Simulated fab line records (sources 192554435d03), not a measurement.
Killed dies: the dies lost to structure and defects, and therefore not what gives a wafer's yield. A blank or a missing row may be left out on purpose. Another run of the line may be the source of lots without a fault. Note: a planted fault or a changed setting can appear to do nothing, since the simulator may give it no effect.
Chamber matching || flow n5_finfet || 4 sister chambers for N5_BEOL_M1_ETCHBACK_99 on rie_diel-02
The step etches SiO2 in CHF3, target depth 5 nm, time 10.4 s. 20 wafers are shown with their chamber, then 10 later ones without.

## WAFERS PAIRED WITH THEIR CHAMBERS
{"wafer": "L075.1", "chamber": 3, "showerhead_plenum_p_Torr (Torr)": 2.22, "throttle_valve_pct (%)": 16.93, "oes_product_au (a.u.)": 0.75}
{"wafer": "L075.3", "chamber": 0, "showerhead_plenum_p_Torr (Torr)": 2.15, "throttle_valve_pct (%)": 17.43, "oes_product_au (a.u.)": 0.67}
{"wafer": "L075.6", "chamber": 0, "showerhead_plenum_p_Torr (Torr)": 2.15, "throttle_valve_pct (%)": 17.45, "oes_product_au (a.u.)": 0.67}
{"wafer": "L077.3", "chamber": 1, "showerhead_plenum_p_Torr (Torr)": 2.09, "throttle_valve_pct (%)": 16.89, "oes_product_au (a.u.)": 0.79}
{"wafer": "L077.5", "chamber": 1, "showerhead_plenum_p_Torr (Torr)": 2.09, "throttle_valve_pct (%)": 16.90, "oes_product_au (a.u.)": 0.79}
{"wafer": "L077.6", "chamber": 2, "showerhead_plenum_p_Torr (Torr)": 2.00, "throttle_valve_pct (%)": 17.15, "oes_product_au (a.u.)": 0.78}
{"wafer": "L078.2", "chamber": 2, "showerhead_plenum_p_Torr (Torr)": 2.00, "throttle_valve_pct (%)": 17.16, "oes_product_au (a.u.)": 0.78}
{"wafer": "L078.4", "chamber": 3, "showerhead_plenum_p_Torr (Torr)": 2.22, "throttle_valve_pct (%)": 16.93, "oes_product_au (a.u.)": 0.75}
{"wafer": "L078.6", "chamber": 3, "showerhead_plenum_p_Torr (Torr)": 2.22, "throttle_valve_pct (%)": 16.94, "oes_product_au (a.u.)": 0.74}
{"wafer": "L079.2", "chamber": 2, "showerhead_plenum_p_Torr (Torr)": 2.00, "throttle_valve_pct (%)": 17.14, "oes_product_au (a.u.)": 0.78}
{"wafer": "L079.3", "chamber": 3, "showerhead_plenum_p_Torr (Torr)": 2.22, "throttle_valve_pct (%)": 16.92, "oes_product_au (a.u.)": 0.75}
{"wafer": "L079.4", "chamber": 1, "showerhead_plenum_p_Torr (Torr)": 2.09, "throttle_valve_pct (%)": 16.90, "oes_product_au (a.u.)": 0.79}
{"wafer": "L083.2", "chamber": 3, "showerhead_plenum_p_Torr (Torr)": 2.22, "throttle_valve_pct (%)": 16.93, "oes_product_au (a.u.)": 0.75}
{"wafer": "L083.3", "chamber": 2, "showerhead_plenum_p_Torr (Torr)": 2.00, "throttle_valve_pct (%)": 17.16, "oes_product_au (a.u.)": 0.78}
{"wafer": "L083.4", "chamber": 1, "showerhead_plenum_p_Torr (Torr)": 2.09, "throttle_valve_pct (%)": 16.89, "oes_product_au (a.u.)": 0.78}
{"wafer": "L082.2", "chamber": 1, "showerhead_plenum_p_Torr (Torr)": 2.09, "throttle_valve_pct (%)": 16.91, "oes_product_au (a.u.)": 0.79}
{"wafer": "L082.5", "chamber": 3, "showerhead_plenum_p_Torr (Torr)": 2.21, "throttle_valve_pct (%)": 16.95, "oes_product_au (a.u.)": 0.75}
{"wafer": "L082.6", "chamber": 0, "showerhead_plenum_p_Torr (Torr)": 2.15, "throttle_valve_pct (%)": 17.48, "oes_product_au (a.u.)": 0.67}
{"wafer": "L084.2", "chamber": 0, "showerhead_plenum_p_Torr (Torr)": 2.14, "throttle_valve_pct (%)": 17.47, "oes_product_au (a.u.)": 0.66}
{"wafer": "L084.4", "chamber": 3, "showerhead_plenum_p_Torr (Torr)": 2.21, "throttle_valve_pct (%)": 16.95, "oes_product_au (a.u.)": 0.74}

SIGNATURES (means of the wafers above)
{"reading": "showerhead_plenum_p_Torr", "chamber 0": 2.1475, "chamber 1": 2.0900, "chamber 2": 2.0000, "chamber 3": 2.2171, "scatter within a chamber": 0.00369}
{"reading": "throttle_valve_pct", "chamber 0": 17.4575, "chamber 1": 16.8980, "chamber 2": 17.1525, "chamber 3": 16.9357, "scatter within a chamber": 0.0132}
{"reading": "oes_product_au", "chamber 0": 0.6675, "chamber 1": 0.7880, "chamber 2": 0.7800, "chamber 3": 0.7471, "scatter within a chamber": 0.00431}
Rule: a wafer lies at a distance from a chamber equal to the root of the sum of squares, over the readings, of (its reading less the chamber's mean, divided by the reading's scatter). If the next closest chamber is less than 2 further off than the closest, the wafer can't be placed; otherwise it belongs to the closest. How the scatter is found: for the shown wafers, subtract from each reading the mean of its chamber, square and add these, divide the total by (wafers less chambers), then take the root.

## WAFERS WITHOUT THEIR CHAMBER
{"wafer": "L084.5", "showerhead_plenum_p_Torr (Torr)": 2.14, "throttle_valve_pct (%)": 17.49, "oes_product_au (a.u.)": 0.67}
{"wafer": "L088.3", "showerhead_plenum_p_Torr (Torr)": 2.14, "throttle_valve_pct (%)": 17.47, "oes_product_au (a.u.)": 0.66}
{"wafer": "L088.5", "showerhead_plenum_p_Torr (Torr)": 2.21, "throttle_valve_pct (%)": 16.97, "oes_product_au (a.u.)": 0.74}
{"wafer": "L088.6", "showerhead_plenum_p_Torr (Torr)": 2.00, "throttle_valve_pct (%)": 17.16, "oes_product_au (a.u.)": 0.78}
{"wafer": "L091.1", "showerhead_plenum_p_Torr (Torr)": 2.21, "throttle_valve_pct (%)": 16.97, "oes_product_au (a.u.)": 0.73}
{"wafer": "L091.2", "showerhead_plenum_p_Torr (Torr)": 2.14, "throttle_valve_pct (%)": 17.49, "oes_product_au (a.u.)": 0.67}
{"wafer": "L091.4", "showerhead_plenum_p_Torr (Torr)": 1.99, "throttle_valve_pct (%)": 17.18, "oes_product_au (a.u.)": 0.78}
{"wafer": "L097.1", "showerhead_plenum_p_Torr (Torr)": 2.14, "throttle_valve_pct (%)": 17.05, "oes_product_au (a.u.)": 0.99}
{"wafer": "L097.2", "showerhead_plenum_p_Torr (Torr)": 2.08, "throttle_valve_pct (%)": 16.93, "oes_product_au (a.u.)": 0.76}
{"wafer": "L097.4", "showerhead_plenum_p_Torr (Torr)": 2.20, "throttle_valve_pct (%)": 17.01, "oes_product_au (a.u.)": 0.72}

## WHICH CHAMBER EACH ONE RAN IN
{"wafer": "L084.5", "from the rows above": 0, "in truth": 0}
{"wafer": "L088.3", "from the rows above": 0, "in truth": 0}
{"wafer": "L088.5", "from the rows above": 3, "in truth": 3}
{"wafer": "L088.6", "from the rows above": 2, "in truth": 2}
{"wafer": "L091.1", "from the rows above": 3, "in truth": 3}
{"wafer": "L091.2", "from the rows above": 0, "in truth": 0}
{"wafer": "L091.4", "from the rows above": 2, "in truth": 2}
{"wafer": "L097.1", "from the rows above": 1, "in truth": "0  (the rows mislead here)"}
{"wafer": "L097.2", "from the rows above": 1, "in truth": 1}
{"wafer": "L097.4", "from the rows above": 3, "in truth": 3}
Placed correctly: 9 of 10. Number that these rows cannot place: 0. Number placed wrongly: 1.
